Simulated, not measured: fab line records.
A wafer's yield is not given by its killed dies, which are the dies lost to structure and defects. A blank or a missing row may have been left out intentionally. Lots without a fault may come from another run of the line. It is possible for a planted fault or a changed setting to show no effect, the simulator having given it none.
fab line records	flow nand_harc
record: lots: 14	wafers: 42	last_day: 24
route steps=1159 shown A_SGD_CUT@747 A_BONDPAD@1083 THIN_TSV@1103 END@1159
lots with no fault: from the same line, run without faults
start_h: start of the lot's first displayed wafer, in hours after the record's first day	wait_h: how many hours have passed since the lot's step before this one	" same as the row above	L1.1+2: a row that stands for several wafers	- no value present, or no start provided	* or withheld: withheld	< > ~ a bound
route shown NAME@n: names a module that has steps shown in the file, with the first one's number in the route	usual: mean/standard deviation of fault-free wafers	same: alike in all rows	chamber/n: place in a boat	sites: each site's reading	_std_site: their standard deviation	_edge_site: the outer-site mean with the inner-site mean subtracted	radius_mm: how far each site lies from the wafer's centre	mask NAME#n: copy n	behind: the most recent tool/chamber to have shaped the wafer	hold: cause of the lot's hold/its duration in hours/its outcome	device: which transistor (n, p or np) failed to switch	end of line: tests run on the same wafers once the route is complete	a step without rows: its recipe alone	killed: not the wafer's yield, but the dies lost to structure and defects at the first sort	map: a wafer's dies, x killed, . not, _ none there
set.NAME: the setting as run; set.NAME@STEP: as run at that earlier step	model.NAME: the simulator's own value behind a step, which no gauge read
one table for each step of the route and one row for each wafer, over a sample of lots
services: from which hour (start_h, from the record's first day; less than 0 if before it) a tool's chamber was out of use, for how many hours, and why
== steps ==
step: NHARC_A_SGD_CUT_DEP_00
recipe: target_thk_a: 500	temp_c: 400	target_thk_nm: 50	flow_sccm: 200	rf_w: 450	material: SiNx
usual: heater_power_w: 706/81
lot.wafer	tool	chamber	start_h	wait_h	heater_power_w
L662.6	pecvd-02	2	303.99	0.3	598
L662.4	"	0	"	"	642
L662.5	"	1	"	"	795
L666.4	pecvd-01	1	334.42	0.2	783
L666.6	"	1	"	"	820
L666.5	"	2	"	"	749
L665.5	pecvd-03	1	334.64	0.1	715
L665.6	"	2	"	"	638
L665.4	"	0	"	"	715
L668.2	pecvd-01	2	344.61	0.3	640
L668.1	"	0	"	"	726
L668.4	"	1	"	"	863
L667.1	pecvd-03	2	345.17	0.1	592
L667.3	"	0	"	"	717
L667.6	"	0	"	"	711
L670.3	pecvd-01	1	366.62	0.2	885
L670.1	"	2	"	"	734
L670.2	"	0	"	"	669
L669.3	pecvd-02	0	367.13	0.1	724
L669.2	"	1	"	"	671
L669.1	"	2	"	"	634
L672.3	pecvd-02	2	374.69	0.1	561
L672.5	"	1	"	"	646
L672.4	"	2	"	"	567
L671.1	pecvd-01	0	376.66	0.1	706
L671.2	"	2	"	"	751
L671.5	"	1	"	"	832
L677.1	pecvd-02	2	413.52	0.3	603
L677.4	"	2	"	"	605
L677.5	"	0	"	"	692
L679.2	pecvd-02	0	422.91	0.3	642
L679.3	"	1	"	"	741
L679.6	"	0	"	"	654
L681.1	pecvd-01	2	435.70	0.1	749
L681.4	"	1	"	"	759
L681.5	"	0	"	"	792
L683.3	pecvd-03	1	435.84	0.1	747
L683.1	"	2	"	"	532
L683.2	"	0	"	"	583
L682.2	pecvd-03	0	437.27	0.1	702
L682.5	"	1	"	"	762
L682.4	"	2	"	"	587
step: NHARC_A_BONDPAD_PRE_CLEAN_26
recipe: time_s: 30	temp_c: 280	gas: H2/He
usual: heater_power_w: 427/52
lot.wafer	tool	chamber	start_h	wait_h	heater_power_w
L662.4	pvd_sputter-03	-	-	-	450
L662.6	"	-	"	"	450
L662.5	"	-	"	"	377
L665.4	pvd_sputter-02	-	-	-	405
L665.6	"	-	"	"	440
L665.5	"	-	"	"	400
L666.4	pvd_sputter-03	-	-	-	460
L666.6	"	-	"	"	373
L666.5	"	-	"	"	507
L667.3	pvd_sputter-01	-	-	-	353
L667.1	"	-	"	"	506
L667.6	"	-	"	"	433
L668.1	pvd_sputter-01	-	-	-	355
L668.2	"	-	"	"	514
L668.4	"	-	"	"	432
L670.3	pvd_sputter-01	-	-	-	349
L670.2	"	-	"	"	347
L670.1	"	-	"	"	508
L669.1	pvd_sputter-02	-	-	-	427
L669.3	"	-	"	"	397
L669.2	"	-	"	"	450
L672.3	pvd_sputter-03	-	-	-	465
L672.4	"	-	"	"	371
L672.5	"	-	"	"	482
L671.1	pvd_sputter-03	-	-	-	468
L671.2	"	-	"	"	432
L671.5	"	-	"	"	457
L677.1	pvd_sputter-03	-	-	-	423
L677.4	"	-	"	"	366
L679.3	pvd_sputter-03	-	-	-	467
L681.4	pvd_sputter-03	-	-	-	470
L681.1	"	-	"	"	470
L681.5	"	-	"	"	366
L682.2	pvd_sputter-02	-	-	-	454
L682.4	"	-	"	"	393
L682.5	"	-	"	"	433
L683.2	pvd_sputter-01	-	-	-	434
L683.1	"	-	"	"	340
L683.3	"	-	"	"	352
step: NHARC_A_BONDPAD_PVD_17
recipe: target_thk_a: 50	bias_v: 168.6	power_w: 15000	chamber_pressure_pa: 0.12	time_s: 8.06	substrate_temp_c: 50	material: TaN
usual: throttle_valve_pct: 29.8/0.67
lot.wafer	tool	chamber	start_h	wait_h	throttle_valve_pct
L662.4	pvd_sputter-03	-	-	-	29.4
L662.6	"	-	"	"	29.2
L662.5	"	-	"	"	30.8
L665.4	pvd_sputter-02	-	-	-	30.2
L665.5	"	-	"	"	30.4
L665.6	"	-	"	"	31.0
L666.4	pvd_sputter-03	-	-	-	29.4
L666.6	"	-	"	"	29.3
L666.5	"	-	"	"	29.3
L667.1	pvd_sputter-01	-	-	-	30.1
L667.3	"	-	"	"	29.9
L667.6	"	-	"	"	29.8
L668.2	pvd_sputter-01	-	-	-	30.0
L668.1	"	-	"	"	29.9
L668.4	"	-	"	"	30.1
L670.3	pvd_sputter-01	-	-	-	29.9
L670.1	"	-	"	"	30.0
L670.2	"	-	"	"	30.3
L669.1	pvd_sputter-02	-	-	-	30.4
L669.3	"	-	"	"	30.0
L669.2	"	-	"	"	30.4
L672.3	pvd_sputter-03	-	-	-	28.9
L672.4	"	-	"	"	28.9
L672.5	"	-	"	"	30.6
L671.1	pvd_sputter-03	-	-	-	29.0
L671.2	"	-	"	"	29.1
L671.5	"	-	"	"	28.9
L677.1	pvd_sputter-03	-	-	-	28.9
L677.4	"	-	"	"	29.0
L679.3	pvd_sputter-03	-	-	-	28.5
L681.4	pvd_sputter-03	-	-	-	29.0
L681.1	"	-	"	"	30.4
L681.5	"	-	"	"	28.7
L682.4	pvd_sputter-02	-	-	-	30.4
L682.2	"	-	"	"	29.9
L682.5	"	-	"	"	30.1
L683.1	pvd_sputter-01	-	-	-	29.7
L683.2	"	-	"	"	30.1
L683.3	"	-	"	"	30.1
step: NHARC_THIN_TSV_THK_MEAS_02
recipe: thk_meas_gauge: ir
usual: thk_nm: 3015/230
lot.wafer	tool	chamber	start_h	wait_h	thk_nm
L662.4	film_metro-01	-	436.13	-	2930
L662.5	"	-	"	"	2918
L662.6	"	-	"	"	2874
L665.4	film_metro-01	-	452.97	-	3076
L665.5	"	-	"	"	2590
L665.6	"	-	"	"	2719
L666.4	film_metro-02	-	454.19	-	3242
L666.5	"	-	"	"	3451
L666.6	"	-	"	"	3450
L667.1	film_metro-02	-	465.06	-	3033
L667.3	"	-	"	"	2791
L667.6	"	-	"	"	2845
L668.1	film_metro-01	-	471.86	-	3221
L668.2	"	-	"	"	3292
L668.4	"	-	"	"	3460
L669.1	film_metro-02	-	476.32	-	3098
L669.2	"	-	"	"	3129
L669.3	"	-	"	"	2926
L670.1	film_metro-01	-	477.55	0.2	3330
L670.2	"	-	"	"	3108
L670.3	"	-	"	"	2908
L672.3	film_metro-01	-	491.05	-	2937
L672.4	"	-	"	"	2886
L672.5	"	-	"	"	3131
L671.1	film_metro-02	-	501.22	0.2	2806
L671.2	"	-	"	"	2883
L671.5	"	-	"	"	2940
L677.1	film_metro-01	-	531.69	0.2	2866
L677.4	"	-	"	"	3131
L679.3	film_metro-02	-	534.11	-	2994
L681.1	film_metro-01	-	539.33	0.2	2942
L681.4	"	-	"	"	3051
L681.5	"	-	"	"	3054
L682.2	film_metro-02	-	551.20	-	2743
L682.4	"	-	"	"	2930
L682.5	"	-	"	"	2946
L683.1	film_metro-01	-	555.53	-	3240
L683.2	"	-	"	"	3153
L683.3	"	-	"	"	3082
step: NHARC_END_SORT_01
recipe: temp_c: 25
usual: killed_at_array: 27/8.8	killed_at_other: 0.4/0.82	killed_at_periphery: 3.1/2.1	killed_dies: 31/8.8	killed_open: 3.3/2	killed_short: 2.0/1.4
same: gross_dies: 677
lot.wafer	tool	chamber	start_h	wait_h	killed_at_array	killed_at_other	killed_at_periphery	killed_dies	killed_open	killed_short
L677.1	prober-02	0	546.00	2.5	26	0	5	31	8	0
L677.4	prober-02	0	548.40	3.4	24	0	2	26	5	1
L677.5	prober-02	0	549.20	3.7	676	0	1	677	6	1
L679.2	prober-01	0	554.68	2.8	672	0	5	677	4	0
L679.3	prober-01	0	555.48	3.1	26	0	1	27	6	2
L679.6	prober-01	0	557.86	4.0	674	0	3	677	2	1
killed by level:class
L677.1 A_CHANNEL_HOLE_D1:chamber_film_flake=9 A_SLIT:chamber_film_flake=9 P_M0:geometric_particle:open=3 A_M0:geometric_particle:open=2 A_CONTACT:chamber_film_flake=2 A_CONTACT:geometric_particle:open=1 A_WL_FILL:geometric_particle:open=1 A_BLC:geometric_particle:open=1
L677.4 A_SLIT:chamber_film_flake=14 A_CHANNEL_HOLE_D1:chamber_film_flake=3 A_CHANNEL_FILL_D1:geometric_particle:open=2 A_CHANNEL_FILL_D1:geometric_particle:short=1 A_CONTACT:geometric_particle:open=1 A_BLC:geometric_particle:open=1 A_M0:geometric_particle:open=1 P_STI:chamber_film_flake=1
L677.5 A_SGD_CUT:area_dep=649 A_SLIT:chamber_film_flake=11 A_CHANNEL_HOLE_D1:chamber_film_flake=5 A_CONTACT:chamber_film_flake=4 A_M0:geometric_particle:open=2 P_M0:geometric_particle:open=1 A_ONON_D1:geometric_particle:open=1 A_STAIRCASE:geometric_particle:short=1
L679.2 A_SGD_CUT:area_dep=645 A_SLIT:chamber_film_flake=12 A_CHANNEL_HOLE_D1:chamber_film_flake=5 A_WL_FILL:chamber_film_flake=3 A_CONTACT:chamber_film_flake=3 A_CHANNEL_FILL_D1:geometric_particle:open=2 P_STI:chamber_film_flake=2 A_ONON_D1:geometric_particle:open=1
L679.3 A_SLIT:chamber_film_flake=11 A_CONTACT:geometric_particle:open=2 A_CHANNEL_HOLE_D1:chamber_film_flake=2 A_STAIRCASE:chamber_film_flake=2 A_SOURCE_PLATE:geometric_particle:short=1 A_ONON_D1:geometric_particle:open=1 A_WL_FILL:geometric_particle:open=1 A_BLC:geometric_particle:open=1
L679.6 A_SGD_CUT:area_dep=643 A_SLIT:chamber_film_flake=14 A_CHANNEL_HOLE_D1:chamber_film_flake=6 A_STAIRCASE:chamber_film_flake=3 A_CONTACT:chamber_film_flake=3 A_CHANNEL_FILL_D1:chamber_film_flake=1 A_CHANNEL_HOLE_D1:geometric_particle:open=1 A_CHANNEL_FILL_D1:geometric_particle:short=1
== services ==
tool	chamber	start_h	hours	kind
pvd_sputter-03	-	280.00	10.0	pm
pecvd-03	-	292.37	13.0	pm
pvd_sputter-03	-	309.15	1.9	repair
pecvd-01	0	328.75	6.2	repair
pecvd-02	0	332.26	5.2	repair
pecvd-02	-	334.24	13.0	pm
pecvd-02	1	334.24	13.0	vent_cycle
pecvd-02	2	334.24	13.0	vent_cycle
pvd_sputter-01	-	336.00	10.0	pm
pecvd-02	0	347.24	-	clean
pecvd-02	1	347.24	-	clean
pecvd-02	2	347.24	-	clean
pvd_sputter-02	-	393.37	10.0	pm
pecvd-01	-	418.61	13.0	pm
pvd_sputter-02	-	443.94	0.5	repair
pvd_sputter-03	-	458.00	10.0	pm
pecvd-03	-	473.37	13.0	pm
pvd_sputter-01	-	475.46	8.3	repair
pecvd-03	-	487.46	0.3	repair
pvd_sputter-02	-	507.99	11.2	repair
pvd_sputter-01	-	514.00	10.0	pm
pecvd-02	-	515.37	13.0	pm
pvd_sputter-02	-	523.10	0.7	repair
pvd_sputter-03	-	538.65	0.9	repair
== key ==
first_sign: step: NHARC_END_SORT_01	reading: killed_at_array	direction: up	sigmas: 73	usual: 27	struck: 674
effect: step: NHARC_END_SORT_01	reading: killed_dies	direction: up	sigmas: 73	usual: 31	struck: 677
more_kills_born_at: NHARC_A_SGD_CUT_DEP_00@pecvd-02: 1937
met_at NHARC_A_SGD_CUT_DEP_00
struck_lots L677,L679
struck_wafers L677.5,L679.2,L679.6
later_rows_left_out L677.5,L679.2,L679.6
tester_left_out L677,L679
not_acting_at NHARC_A_BONDPAD_PRE_CLEAN_26,NHARC_A_BONDPAD_PVD_17,NHARC_THIN_TSV_THK_MEAS_02
onset_between 367.13 413.52
fault: kind: process_parameter_drift	tool: pecvd-02	chamber: 0	onset_h: 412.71	steps: NHARC_A_SGD_CUT_DEP_00	channel: target_thk_a	offset: *	shape: step	end_h: 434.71	acts_in: *	stated: *
tester_left_out: of these lots the tester's yield and bins aren't shown, on N5 and GAA mostly nor the transistor test; their killed dies are dies lost to structure and defects alone, not to doping, threshold or leakage, so they don't give the yield
later_rows_left_out: the simulator's readings of these wafers behind a module that went badly wrong aren't trusted and aren't shown, but for the sort
